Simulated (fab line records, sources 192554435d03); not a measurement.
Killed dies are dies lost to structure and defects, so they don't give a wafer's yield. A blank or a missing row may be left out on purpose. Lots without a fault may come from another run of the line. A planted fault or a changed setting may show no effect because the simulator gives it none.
Chamber matching | flow n5_finfet | N5_BEOL_M7_CURE_74 on uv_cure-03: 3 sister chambers
The step cures SiCOH lowk, time 240 s. 22 wafers are shown with their chamber, then 10 later ones without.

WAFERS WITH THEIR CHAMBER
wafer  | chamber | wafer_temp_C_max | lamp_power_pct (%)
L075.3 | 1       | 386.2            | 52.31
L075.4 | 1       | 386.4            | 52.36
L075.6 | 1       | 386.5            | 52.23
L078.1 | 1       | 386.0            | 52.32
L078.2 | 1       | 386.2            | 52.29
L078.4 | 1       | 386.2            | 52.33
L081.1 | 0       | 386.6            | 52.27
L081.4 | 0       | 387.2            | 52.23
L081.6 | 0       | 386.6            | 52.23
L083.2 | 1       | 386.3            | 52.31
L083.3 | 1       | 386.2            | 52.35
L083.4 | 1       | 386.2            | 52.25
L082.2 | 1       | 386.6            | 52.34
L082.4 | 1       | 386.4            | 52.24
L082.5 | 1       | 386.4            | 52.33
L084.4 | 1       | 386.7            | 52.26
L084.5 | 1       | 386.3            | 52.34
L084.6 | 1       | 386.6            | 52.27
L085.4 | 2       | 387.3            | 52.35
L085.5 | 2       | 387.8            | 52.34
L088.1 | 1       | 386.7            | 52.29
L088.3 | 1       | 385.9            | 52.25

SIGNATURES (means of the wafers above)
reading          | chamber 0 | chamber 1 | chamber 2 | scatter within a chamber
wafer_temp_C_max | 386.800   | 386.341   | 387.550   | 0.252
lamp_power_pct   | 52.2433   | 52.2982   | 52.3450   | 0.039
Rule: a wafer's distance from a chamber is the root of the sum, over the readings, of the square of ((its reading less the chamber's mean) divided by the reading's scatter). The wafer belongs to the nearest chamber; if the next one is less than 2 further off, it can't be placed. The scatter: the root of (the sum of the squares of (reading less its chamber's mean) over the shown wafers, divided by (wafers less chambers)).

WAFERS WITHOUT THEIR CHAMBER
wafer  | wafer_temp_C_max | lamp_power_pct (%)
L088.4 | 386.7            | 52.36
L090.1 | 386.1            | 52.26
L090.2 | 386.1            | 52.36
L090.4 | 386.8            | 52.32
L093.1 | 386.3            | 52.27
L093.2 | 386.6            | 52.31
L093.5 | 386.5            | 52.37
L097.2 | 386.4            | 52.34
L097.3 | 386.3            | 52.28
L097.5 | 387.0            | 52.33

WHICH CHAMBER EACH WENT THROUGH
wafer  | from the rows above          | in truth
L088.4 | can't be placed: 1 or 0 or 2 | 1
L090.1 | can't be placed: 1 or 0      | 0
L090.2 | 1                            | 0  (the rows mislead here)
L090.4 | can't be placed: 1 or 0 or 2 | 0
L093.1 | can't be placed: 1 or 0      | 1
L093.2 | can't be placed: 1 or 0      | 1
L093.5 | can't be placed: 1 or 0      | 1
L097.2 | can't be placed: 1 or 0      | 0
L097.3 | can't be placed: 1 or 0      | 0
L097.5 | can't be placed: 2 or 0 or 1 | 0
Placed correctly: 0 of 10. Can't be placed from these rows: 9 (the true chamber is among the candidates in 9). Placed wrongly: 1.
